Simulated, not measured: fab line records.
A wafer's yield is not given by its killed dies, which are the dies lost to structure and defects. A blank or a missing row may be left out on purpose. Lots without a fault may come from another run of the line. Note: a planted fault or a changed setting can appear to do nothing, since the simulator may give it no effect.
fab line records    flow n5_finfet
[record] lots = 24  wafers = 72  last_day = 18
route steps=1938 shown BEOL_M5@1116
lots that met no fault: from a run of the same line without faults
start_h: start of the lot's first displayed wafer, in hours after the record's first day    wait_h: hours since the lot's step before    " unchanged from the row above    L1.1+2: a row that stands for several wafers    - no value, or no start was given    * or withheld: withheld    < > ~ a bound
route shown NAME@n: names a module that has steps shown in the file, with the first one's number in the route    usual: mean/standard deviation of fault-free wafers    same: alike in all rows    chamber/n: place in a boat    sites: per-site readings    _std_site: the standard deviation of these    _edge_site: outer sites' mean less inner sites'    radius_mm: for every site, how far away it sits from the centre of the wafer    mask NAME#n: copy n    behind: the most recent tool/chamber to have shaped the wafer    hold: why the lot was held/for how many hours/how that ended    device: names the non-switching transistor (n, p or np)    end of line: the tests these same wafers got at the end of their route    a step without rows: its recipe alone    killed: dies that structure and defects cost at the first sort, which is not the same as the wafer's yield    map: a wafer's dies, marking killed ones x, the rest . and places with no die _
set.NAME: setting as actually run; set.NAME@STEP: the setting as run at that earlier step    model.NAME: the simulator's own value behind a step, which no gauge read
the route's steps for a sample of lots (tables are steps, rows are wafers)
services: from which hour (start_h, from the record's first day; less than 0 if before it) a tool's chamber was out of use, for how many hours, and why
[[steps]]
[step N5_BEOL_M5_HM_DEP_02]
[recipe] material = TiN  target_thk_a = 200  temp_c = 25  chamber_pressure_pa = 0.49996
[usual] throttle_valve_pct = 30.1/0.99
lot.wafer  tool            chamber  start_h  wait_h  throttle_valve_pct
L074.2     pvd_sputter-01  -        175.31   0.9     31.7
L074.3     "               -        "        "       29.9
L074.5     "               -        "        "       30.8
L075.1     pvd_sputter-01  -        178.66   1.5     30.7
L075.5     "               -        "        "       31.5
L075.6     "               -        "        "       30.9
L076.1     pvd_sputter-01  -        181.31   0.1     30.1
L076.3     "               -        "        "       30.8
L076.5     "               -        "        "       30.1
L077.2     pvd_sputter-03  -        185.48   2.3     31.8
L077.5     "               -        "        "       29.5
L077.6     "               -        "        "       29.2
L078.3     pvd_sputter-02  -        199.95   0.9     29.2
L078.5     "               -        "        "       29.5
L078.6     "               -        "        "       29.2
L079.2     pvd_sputter-02  -        202.81   0.8     29.5
L079.5     "               -        "        "       29.3
L079.6     "               -        "        "       28.7
L081.1     pvd_sputter-02  -        216.62   1.6     29.4
L081.4     "               -        "        "       29.3
L081.6     "               -        "        "       28.6
L080.2     pvd_sputter-03  -        219.97   0.7     32.1
L080.3     "               -        "        "       29.2
L080.6     "               -        "        "       29.6
L082.1     pvd_sputter-01  -        223.26   1.4     31.0
L082.2     "               -        "        "       30.8
L082.5     "               -        "        "       31.4
L083.2     pvd_sputter-01  -        228.75   2.6     31.9
L083.5     "               -        "        "       31.0
L083.6     "               -        "        "       31.8
L084.1     pvd_sputter-02  -        239.06   1.7     29.4
L084.5     "               -        "        "       29.4
L084.6     "               -        "        "       29.0
L085.2     pvd_sputter-01  -        239.78   0.1     29.8
L085.3     "               -        "        "       30.7
L085.5     "               -        "        "       31.8
L086.1     pvd_sputter-02  -        249.40   0.6     29.4
L086.5     "               -        "        "       29.3
L086.6     "               -        "        "       28.7
L087.2     pvd_sputter-03  -        257.29   1.7     29.3
L087.3     "               -        "        "       30.4
L087.5     "               -        "        "       30.3
L089.1     pvd_sputter-01  -        272.64   0.8     30.1
L089.2     "               -        "        "       31.7
L089.5     "               -        "        "       30.1
L091.1     pvd_sputter-02  -        275.87   1.1     28.8
L091.2     "               -        "        "       29.4
L091.5     "               -        "        "       29.4
L090.1     pvd_sputter-02  -        278.31   0.3     29.3
L090.3     "               -        "        "       29.4
L090.4     "               -        "        "       28.9
L088.1     pvd_sputter-01  -        281.60   1.3     30.2
L088.3     "               -        "        "       30.9
L088.5     "               -        "        "       30.6
L092.1     pvd_sputter-01  -        287.81   0.1     30.8
L092.2     "               -        "        "       30.1
L092.3     "               -        "        "       31.8
L095.2     pvd_sputter-03  -        297.51   1.1     30.3
L095.3     "               -        "        "       29.5
L095.4     "               -        "        "       29.3
L094.2     pvd_sputter-02  -        307.13   0.5     29.2
L094.4     "               -        "        "       28.4
L094.5     "               -        "        "       29.3
L093.1     pvd_sputter-02  -        319.25   0.3     29.3
L093.4     "               -        "        "       29.4
L093.5     "               -        "        "       29.5
L096.2     pvd_sputter-01  -        325.35   0.9     30.1
L096.3     "               -        "        "       31.7
L096.6     "               -        "        "       30.3
L097.1     pvd_sputter-03  -        342.04   0.6     30.2
L097.5     "               -        "        "       31.9
L097.6     "               -        "        "       30.1
[step N5_BEOL_M5_ETCH_75]
[recipe] chemistry = N2/H2  target = underlayer  target_depth_a = 65  mask_material = CAR-EUV  time_s = 5.2  ion_energy_ev = 200  pressure_mtorr = 30  source_w = 840  bias_w = 150  n2_flow_sccm = 200  h2_flow_sccm = 200  ends = cleared
[usual] drypump_motor_current_A = 5.7/0.47  etch_rf_on_time_s = 5.19/0.14  oes_product_au = 0.64/0.068  rf_vpp_V = 523.7/2.3  showerhead_plenum_p_Torr = 2.54/0.071  throttle_valve_pct = 17.95/0.2
lot.wafer  tool         chamber  start_h  wait_h  drypump_motor_current_A  etch_rf_on_time_s  oes_product_au  rf_hours_counter_h  rf_vpp_V  showerhead_plenum_p_Torr  throttle_valve_pct
L074.2     rie_diel-03  3        178.77   0.0     5.6                      5.07               0.65            159                 528.2     2.64                      18.07
L074.3     "            1        "        "       5.1                      5.26               0.64            152                 526.2     2.52                      17.83
L074.5     "            3        "        "       5.6                      5.04               0.64            -                   524.3     2.64                      18.07
L075.1     rie_diel-03  3        180.56   0.0     5.6                      5.02               0.65            160                 526.7     2.64                      18.08
L075.5     "            0        "        "       5.5                      5.26               0.73            -                   522.3     2.48                      17.85
L075.6     "            3        "        "       5.6                      4.99               0.65            -                   527.0     2.64                      18.09
L076.1     rie_diel-04  0        185.40   0.0     6.2                      5.00               0.64            187                 522.0     2.54                      18.03
L076.3     "            1        "        "       5.5                      5.25               0.67            113                 526.9     2.55                      18.11
L076.5     "            3        "        "       5.0                      5.23               0.58            -                   522.9     2.48                      17.87
L077.2     rie_diel-03  0        189.74   0.0     5.5                      5.27               0.72            60                  521.9     2.48                      17.85
L077.5     "            1        "        "       5.1                      5.25               0.64            -                   523.7     2.52                      17.83
L077.6     "            0        "        "       5.5                      5.22               0.72            -                   521.8     2.48                      17.84
L078.3     rie_diel-04  0        202.02   0.0     6.1                      5.10               0.63            192                 523.1     2.54                      18.04
L078.5     "            1        "        "       5.5                      5.35               0.66            -                   524.2     2.55                      18.11
L078.6     "            0        "        "       6.2                      5.06               0.63            -                   521.2     2.54                      18.05
L079.2     rie_diel-04  2        206.34   0.0     6.6                      5.08               0.59            240                 519.9     2.41                      18.05
L079.5     "            3        "        "       5.0                      5.26               0.58            -                   523.8     2.48                      17.88
L079.6     "            0        "        "       6.2                      5.10               0.63            -                   524.3     2.53                      18.04
L081.1     rie_diel-04  3        219.69   0.0     5.0                      5.32               0.57            247                 522.7     2.48                      17.86
L081.4     "            2        "        "       6.5                      5.10               0.59            244                 521.1     2.40                      18.06
L081.6     "            0        "        "       6.2                      5.13               0.63            -                   521.6     2.53                      18.04
L080.2     rie_diel-03  3        222.42   0.0     5.6                      4.99               0.66            172                 526.6     2.63                      18.10
L080.3     "            1        "        "       5.1                      5.17               0.64            165                 522.1     2.52                      17.85
L080.6     "            2        "        "       5.1                      5.09               0.84            -                   521.8     2.59                      17.37
L082.1     rie_diel-04  3        228.05   0.0     5.0                      5.25               0.58            249                 523.4     2.48                      17.89
L082.2     "            0        "        "       6.2                      5.08               0.61            200                 522.6     2.53                      18.08
L082.5     "            3        "        "       5.0                      5.30               0.58            -                   521.9     2.48                      17.89
L083.2     rie_diel-04  2        232.64   0.0     6.5                      5.08               0.58            247                 519.9     2.40                      18.05
L083.5     "            2        "        "       6.5                      5.05               0.58            -                   518.8     2.40                      18.04
L083.6     "            0        "        "       6.2                      5.02               0.62            -                   522.9     2.53                      18.05
L084.1     rie_diel-03  0        241.88   0.0     5.5                      5.17               0.72            74                  522.3     2.47                      17.86
L084.5     "            3        "        "       5.6                      4.96               0.64            -                   526.1     2.63                      18.09
L084.6     "            2        "        "       5.1                      5.07               0.81            -                   524.0     2.59                      17.39
L085.2     rie_diel-05  3        241.93   0.0     5.9                      5.20               0.62            179                 522.3     2.54                      18.16
L085.3     "            0        "        "       5.8                      5.15               0.62            206                 526.1     2.62                      17.94
L085.5     "            3        "        "       5.9                      5.20               0.64            -                   523.2     2.54                      18.17
L086.1     rie_diel-04  1        250.85   0.0     5.5                      5.43               0.65            131                 521.8     2.54                      18.13
L086.5     "            2        "        "       6.6                      5.06               0.58            -                   520.3     2.40                      18.05
L086.6     "            1        "        "       5.5                      5.33               0.64            -                   522.8     2.54                      18.15
L087.2     rie_diel-05  0        261.45   0.0     5.8                      5.20               0.60            212                 526.9     2.61                      17.93
L087.3     "            2        "        "       5.3                      5.25               0.61            200                 520.9     2.51                      17.76
L087.5     "            0        "        "       5.8                      5.12               0.61            -                   525.7     2.61                      17.95
L089.1     rie_diel-05  2        275.45   0.0     5.3                      5.32               0.60            206                 524.1     2.51                      17.76
L089.2     "            0        "        "       5.8                      5.16               0.60            217                 526.7     2.61                      17.96
L089.5     "            3        "        "       5.9                      5.15               0.62            -                   522.1     2.53                      18.20
L091.1     rie_diel-04  3        277.50   0.0     5.0                      5.18               0.80            9                   521.9     2.47                      17.49
L091.2     "            0        "        "       6.2                      5.09               0.62            218                 525.6     2.52                      18.09
L091.5     "            1        "        "       5.6                      5.34               0.65            -                   523.7     2.54                      18.15
L090.1     rie_diel-05  3        280.67   0.0     5.8                      5.13               0.62            193                 522.2     2.53                      18.20
L090.3     "            1        "        "       5.6                      5.56               0.57            212                 522.0     2.53                      18.07
L090.4     "            2        "        "       5.3                      5.28               0.60            208                 522.5     2.51                      17.79
L088.1     rie_diel-04  2        286.48   0.0     6.5                      5.11               0.83            4                   526.7     2.72                      17.57
L088.3     "            1        "        "       5.5                      5.33               0.63            144                 525.5     2.54                      18.13
L088.5     "            1        "        "       5.5                      5.31               0.65            -                   522.7     2.54                      18.15
L092.1     rie_diel-04  2        289.89   0.0     6.5                      5.00               0.82            6                   529.1     2.72                      17.57
L092.2     "            1        "        "       5.5                      5.28               0.64            146                 524.3     2.53                      18.16
L092.3     "            0        "        "       6.2                      4.94               0.62            223                 523.8     2.52                      18.09
L095.2     rie_diel-03  1        300.68   0.0     5.1                      5.17               0.62            185                 523.3     2.51                      17.89
L095.3     "            0        "        "       5.5                      5.22               0.69            92                  523.6     2.46                      17.91
L095.4     "            3        "        "       5.6                      4.99               0.62            194                 526.4     2.63                      18.14
L094.2     rie_diel-05  1        309.93   0.0     5.5                      5.60               0.57            222                 524.6     2.53                      18.06
L094.4     "            3        "        "       5.9                      5.24               0.61            202                 524.1     2.53                      18.19
L094.5     "            3        "        "       5.9                      5.25               0.61            -                   522.3     2.53                      18.20
L093.1     rie_diel-03  0        321.47   0.0     5.5                      5.31               0.68            99                  522.3     2.46                      17.91
L093.4     "            3        "        "       5.6                      5.08               0.62            -                   525.3     2.62                      18.15
L093.5     "            1        "        "       5.1                      5.25               0.61            -                   523.6     2.51                      17.90
L096.2     rie_diel-05  1        329.27   0.0     5.6                      5.62               0.56            227                 524.2     2.52                      18.10
L096.3     "            2        "        "       5.3                      5.33               0.58            223                 520.8     2.50                      17.80
L096.6     "            2        "        "       5.3                      5.34               0.58            -                   525.8     2.51                      17.83
L097.1     rie_diel-04  1        346.78   0.0     5.5                      5.40               0.63            164                 523.5     2.53                      18.19
L097.5     "            2        "        "       6.5                      5.15               0.78            -                   527.5     2.71                      17.60
L097.6     "            3        "        "       5.0                      5.22               0.78            -                   521.7     2.47                      17.51
[step N5_BEOL_M5_SPUTTER_81]
[recipe] material = Cu  target_thk_a = 150  temp_c = -20  chamber_pressure_pa = 0.07  power_w = withheld  time_s = 27.62
[usual] throttle_valve_pct = 30.2/1.1
lot.wafer  tool            chamber  start_h  wait_h  throttle_valve_pct
L074.2     pvd_sputter-03  -        181.74   0.5     29.0
L074.3     "               -        "        "       30.3
L074.5     "               -        "        "       32.0
L075.1     pvd_sputter-01  -        183.30   0.5     30.7
L075.5     "               -        "        "       29.7
L075.6     "               -        "        "       30.6
L076.1     pvd_sputter-03  -        188.39   0.5     29.4
L076.3     "               -        "        "       29.2
L076.5     "               -        "        "       32.0
L077.2     pvd_sputter-03  -        192.81   0.5     29.3
L077.5     "               -        "        "       30.0
L077.6     "               -        "        "       29.4
L078.3     pvd_sputter-03  -        204.75   0.5     29.3
L078.5     "               -        "        "       32.1
L078.6     "               -        "        "       30.0
L079.2     pvd_sputter-03  -        209.71   0.5     31.9
L079.5     "               -        "        "       29.4
L079.6     "               -        "        "       29.4
L081.1     pvd_sputter-02  -        223.95   0.5     29.4
L081.4     "               -        "        "       29.4
L081.6     "               -        "        "       29.4
L080.2     pvd_sputter-01  -        225.41   0.5     31.7
L080.3     "               -        "        "       30.8
L080.6     "               -        "        "       30.7
L082.1     pvd_sputter-01  -        230.99   0.5     31.6
L082.2     "               -        "        "       30.0
L082.5     "               -        "        "       31.1
L083.2     pvd_sputter-01  -        235.66   0.5     30.9
L083.5     "               -        "        "       30.7
L083.6     "               -        "        "       31.4
L084.1     pvd_sputter-01  -        245.17   0.5     30.6
L084.5     "               -        "        "       31.7
L084.6     "               -        "        "       30.5
L085.2     pvd_sputter-03  -        247.12   0.5     29.3
L085.3     "               -        "        "       30.0
L085.5     "               -        "        "       29.4
L086.1     pvd_sputter-03  -        253.95   0.5     29.5
L086.5     "               -        "        "       29.4
L086.6     "               -        "        "       32.2
L087.2     pvd_sputter-03  -        264.20   0.5     29.1
L087.3     "               -        "        "       30.6
L087.5     "               -        "        "       29.5
L089.1     pvd_sputter-01  -        278.06   0.5     31.7
L089.2     "               -        "        "       30.7
L089.5     "               -        "        "       30.4
L091.1     pvd_sputter-02  -        281.75   0.5     29.4
L091.2     "               -        "        "       28.6
L091.5     "               -        "        "       29.2
L090.1     pvd_sputter-01  -        283.57   0.5     32.1
L090.3     "               -        "        "       29.7
L090.4     "               -        "        "       30.7
L088.1     pvd_sputter-02  -        290.70   0.5     29.4
L088.3     "               -        "        "       29.1
L088.5     "               -        "        "       29.2
L092.1     pvd_sputter-03  -        293.03   0.5     32.2
L092.2     "               -        "        "       30.2
L092.3     "               -        "        "       29.1
L095.2     pvd_sputter-02  -        303.59   0.5     28.9
L095.3     "               -        "        "       29.2
L095.4     "               -        "        "       29.4
L094.2     pvd_sputter-01  -        312.85   0.5     30.9
L094.4     "               -        "        "       30.3
L094.5     "               -        "        "       30.1
L093.1     pvd_sputter-02  -        325.24   0.5     29.4
L093.4     "               -        "        "       29.6
L093.5     "               -        "        "       29.2
L096.2     pvd_sputter-03  -        332.46   0.5     30.2
L096.3     "               -        "        "       31.8
L096.6     "               -        "        "       29.3
L097.1     pvd_sputter-01  -        351.29   0.5     31.0
L097.5     "               -        "        "       31.0
L097.6     "               -        "        "       32.0
[step N5_BEOL_M5_SPUTTER_83]
[recipe] material = Cu  target_thk_a = 150  temp_c = -20  chamber_pressure_pa = 0.07  power_w = withheld  time_s = 27.62
[usual] throttle_valve_pct = 30.2/1
lot.wafer  tool            chamber  start_h  wait_h  throttle_valve_pct
L074.2     pvd_sputter-03  -        182.82   0.5     29.3
L074.3     "               -        "        "       30.2
L074.5     "               -        "        "       32.1
L075.1     pvd_sputter-01  -        184.38   0.5     30.5
L075.5     "               -        "        "       30.1
L075.6     "               -        "        "       30.9
L076.1     pvd_sputter-03  -        189.47   0.5     29.4
L076.3     "               -        "        "       29.3
L076.5     "               -        "        "       32.0
L077.2     pvd_sputter-03  -        193.90   0.5     29.6
L077.5     "               -        "        "       30.3
L077.6     "               -        "        "       29.1
L078.3     pvd_sputter-03  -        205.83   0.5     29.4
L078.5     "               -        "        "       32.2
L078.6     "               -        "        "       30.0
L079.2     pvd_sputter-03  -        210.80   0.5     32.1
L079.5     "               -        "        "       29.5
L079.6     "               -        "        "       29.0
L081.1     pvd_sputter-02  -        225.04   0.5     29.3
L081.4     "               -        "        "       29.3
L081.6     "               -        "        "       29.4
L080.2     pvd_sputter-01  -        226.49   0.5     31.5
L080.3     "               -        "        "       30.9
L080.6     "               -        "        "       30.9
L082.1     pvd_sputter-01  -        232.08   0.5     31.8
L082.2     "               -        "        "       30.0
L082.5     "               -        "        "       30.8
L083.2     pvd_sputter-01  -        236.75   0.5     30.7
L083.5     "               -        "        "       31.0
L083.6     "               -        "        "       31.9
L084.1     pvd_sputter-01  -        246.26   0.5     30.7
L084.5     "               -        "        "       31.7
L084.6     "               -        "        "       31.0
L085.2     pvd_sputter-03  -        248.21   0.5     29.2
L085.3     "               -        "        "       30.0
L085.5     "               -        "        "       29.3
L086.1     pvd_sputter-03  -        255.04   0.5     29.3
L086.5     "               -        "        "       29.3
L086.6     "               -        "        "       32.1
L087.2     pvd_sputter-03  -        265.29   0.5     29.3
L087.3     "               -        "        "       30.0
L087.5     "               -        "        "       29.3
L089.1     pvd_sputter-01  -        279.15   0.5     31.7
L089.2     "               -        "        "       30.9
L089.5     "               -        "        "       30.8
L091.1     pvd_sputter-02  -        282.84   0.5     29.6
L091.2     "               -        "        "       29.0
L091.5     "               -        "        "       29.6
L090.1     pvd_sputter-01  -        284.65   0.5     31.7
L090.3     "               -        "        "       29.9
L090.4     "               -        "        "       30.9
L088.1     pvd_sputter-02  -        291.79   0.5     29.4
L088.3     "               -        "        "       29.5
L088.5     "               -        "        "       29.4
L092.1     pvd_sputter-03  -        294.12   0.5     32.0
L092.2     "               -        "        "       30.2
L092.3     "               -        "        "       29.2
L095.2     pvd_sputter-02  -        304.68   0.5     28.4
L095.3     "               -        "        "       29.2
L095.4     "               -        "        "       29.7
L094.2     pvd_sputter-01  -        313.94   0.5     30.7
L094.4     "               -        "        "       30.0
L094.5     "               -        "        "       30.1
L093.1     pvd_sputter-02  -        326.33   0.5     29.2
L093.4     "               -        "        "       29.6
L093.5     "               -        "        "       29.3
L096.2     pvd_sputter-03  -        333.55   0.5     30.2
L096.3     "               -        "        "       31.7
L096.6     "               -        "        "       29.4
L097.1     pvd_sputter-01  -        352.38   0.5     30.8
L097.5     "               -        "        "       30.6
L097.6     "               -        "        "       31.8
[step N5_BEOL_M5_ANNEAL_89]
[recipe] temp_c = 400  time_s = 1800  ambient = vacuum
[usual] heater_power_w = 793/86
lot.wafer  tool            chamber  start_h  wait_h  heater_power_w
L074.2     pvd_sputter-03  -        183.99   0.0     721
L074.3     "               -        "        "       815
L074.5     "               -        "        "       711
L075.1     pvd_sputter-01  -        185.55   0.0     899
L075.5     "               -        "        "       738
L075.6     "               -        "        "       883
L076.1     pvd_sputter-03  -        190.64   0.0     743
L076.3     "               -        "        "       745
L076.5     "               -        "        "       687
L077.2     pvd_sputter-03  -        195.07   0.0     758
L077.5     "               -        "        "       810
L077.6     "               -        "        "       800
L078.3     pvd_sputter-03  -        207.00   0.0     723
L078.5     "               -        "        "       697
L078.6     "               -        "        "       811
L079.2     pvd_sputter-03  -        211.97   0.0     697
L079.5     "               -        "        "       781
L079.6     "               -        "        "       721
L081.1     pvd_sputter-02  -        226.20   0.0     873
L081.4     "               -        "        "       747
L081.6     "               -        "        "       745
L080.2     pvd_sputter-01  -        227.66   0.0     864
L080.3     "               -        "        "       874
L080.6     "               -        "        "       902
L082.1     pvd_sputter-01  -        233.25   0.0     872
L082.2     "               -        "        "       714
L082.5     "               -        "        "       716
L083.2     pvd_sputter-01  -        237.91   0.0     916
L083.5     "               -        "        "       720
L083.6     "               -        "        "       863
L084.1     pvd_sputter-01  -        247.42   0.0     717
L084.5     "               -        "        "       852
L084.6     "               -        "        "       718
L085.2     pvd_sputter-03  -        249.38   0.0     751
L085.3     "               -        "        "       802
L085.5     "               -        "        "       780
L086.1     pvd_sputter-03  -        256.20   0.0     725
L086.5     "               -        "        "       724
L086.6     "               -        "        "       692
L087.2     pvd_sputter-03  -        266.46   0.0     720
L087.3     "               -        "        "       798
L087.5     "               -        "        "       720
L089.1     pvd_sputter-01  -        280.31   0.0     857
L089.2     "               -        "        "       877
L089.5     "               -        "        "       897
L091.1     pvd_sputter-02  -        284.01   0.0     867
L091.2     "               -        "        "       823
L091.5     "               -        "        "       757
L090.1     pvd_sputter-01  -        285.82   0.0     848
L090.3     "               -        "        "       709
L090.4     "               -        "        "       907
L088.1     pvd_sputter-02  -        292.96   0.0     900
L088.3     "               -        "        "       1046
L088.5     "               -        "        "       750
L092.1     pvd_sputter-03  -        295.28   0.0     692
L092.2     "               -        "        "       785
L092.3     "               -        "        "       759
L095.2     pvd_sputter-02  -        305.84   0.0     827
L095.3     "               -        "        "       1045
L095.4     "               -        "        "       759
L094.2     pvd_sputter-01  -        315.10   0.0     715
L094.4     "               -        "        "       729
L094.5     "               -        "        "       719
L093.1     pvd_sputter-02  -        327.49   0.0     880
L093.4     "               -        "        "       751
L093.5     "               -        "        "       1057
L096.2     pvd_sputter-03  -        334.71   0.0     802
L096.3     "               -        "        "       693
L096.6     "               -        "        "       712
L097.1     pvd_sputter-01  -        353.54   0.0     716
L097.5     "               -        "        "       893
L097.6     "               -        "        "       882
[step N5_BEOL_M5_THK_MEAS_53]
[recipe] thk_meas_gauge = xrf  reads = Cu_of_BEOL_M5_ECD_50
[usual] M5_THK = 61.6/1.9
lot.wafer  tool           chamber  start_h  wait_h  M5_THK[nm]
L074.2     film_metro-02  -        185.79   -       65.6
L074.3     "              -        "        "       63.2
L074.5     "              -        "        "       64.9
L075.1     film_metro-02  -        187.35   -       63.1
L075.5     "              -        "        "       60.6
L075.6     "              -        "        "       64.0
L076.1     film_metro-01  -        192.45   -       62.5
L076.3     "              -        "        "       62.4
L076.5     "              -        "        "       60.5
L077.2     film_metro-01  -        197.32   -       63.3
L077.5     "              -        "        "       62.5
L077.6     "              -        "        "       61.7
L078.3     film_metro-01  -        208.83   -       62.0
L078.5     "              -        "        "       59.2
L078.6     "              -        "        "       62.4
L079.2     film_metro-02  -        214.85   -       64.0
L079.5     "              -        "        "       62.0
L079.6     "              -        "        "       62.3
L081.1     film_metro-01  -        228.00   -       60.3
L081.4     "              -        "        "       62.1
L081.6     "              -        "        "       63.0
L080.2     film_metro-02  -        229.47   -       64.0
L080.3     "              -        "        "       60.0
L080.6     "              -        "        "       63.3
L082.1     film_metro-02  -        235.27   -       60.2
L082.2     "              -        "        "       60.8
L082.5     "              -        "        "       60.5
L083.2     film_metro-01  -        239.73   -       62.7
L083.5     "              -        "        "       63.6
L083.6     "              -        "        "       64.2
L084.1     film_metro-02  -        249.23   -       63.2
L084.5     "              -        "        "       63.4
L084.6     "              -        "        "       64.3
L085.2     film_metro-01  -        251.18   -       59.9
L085.3     "              -        "        "       61.1
L085.5     "              -        "        "       59.7
L086.1     film_metro-01  -        258.14   -       59.7
L086.5     "              -        "        "       60.3
L086.6     "              -        "        "       61.2
L087.2     film_metro-01  -        268.26   -       62.5
L087.3     "              -        "        "       60.3
L087.5     "              -        "        "       60.2
L089.1     film_metro-02  -        282.13   -       61.4
L089.2     "              -        "        "       61.5
L089.5     "              -        "        "       60.6
L091.1     film_metro-01  -        285.86   -       61.7
L091.2     "              -        "        "       61.6
L091.5     "              -        "        "       60.1
L090.1     film_metro-02  -        287.62   -       59.2
L090.3     "              -        "        "       56.2
L090.4     "              -        "        "       61.8
L088.1     film_metro-02  -        294.78   -       64.5
L088.3     "              -        "        "       63.1
L088.5     "              -        "        "       61.0
L092.1     film_metro-01  -        297.65   -       64.2
L092.2     "              -        "        "       58.7
L092.3     "              -        "        "       63.2
L095.2     film_metro-01  -        307.64   -       58.9
L095.3     "              -        "        "       60.5
L095.4     "              -        "        "       62.2
L094.2     film_metro-02  -        316.90   -       58.8
L094.4     "              -        "        "       61.1
L094.5     "              -        "        "       60.2
L093.1     film_metro-02  -        329.30   -       61.3
L093.4     "              -        "        "       64.9
L093.5     "              -        "        "       62.5
L096.2     film_metro-01  -        336.79   -       58.7
L096.3     "              -        "        "       59.7
L096.6     "              -        "        "       58.9
L097.1     film_metro-01  -        355.52   -       58.1
L097.5     "              -        "        "       62.2
L097.6     "              -        "        "       62.6
[[services]]
tool            chamber  start_h  hours  kind
pvd_sputter-02  -        157.68   14.3   repair
rie_diel-04     3        164.80   1.4    repair
rie_diel-03     2        186.93   -      clean
rie_diel-03     2        186.93   -      consumable_replace:focus_ring
rie_diel-03     2        186.93   16.4   scheduled_down
rie_diel-03     2        186.93   16.4   vent_cycle
rie_diel-03     1        194.09   2.4    repair
pvd_sputter-02  -        207.32   1.6    repair
rie_diel-04     3        230.43   -      clean
rie_diel-04     3        230.43   -      consumable_replace:focus_ring
rie_diel-04     3        230.43   24.4   scheduled_down
rie_diel-04     3        230.43   24.4   vent_cycle
rie_diel-03     1        238.76   4.5    repair
rie_diel-04     2        254.91   -      clean
rie_diel-04     2        254.91   -      consumable_replace:focus_ring
rie_diel-04     2        254.91   -      consumable_replace:showerhead
rie_diel-04     2        254.91   16.8   scheduled_down
rie_diel-04     2        254.91   16.8   vent_cycle
rie_diel-04     3        285.00   27.2   repair
rie_diel-04     0        322.48   6.7    repair
rie_diel-04     -        351.21   1.5    repair
[[key]]
fault none
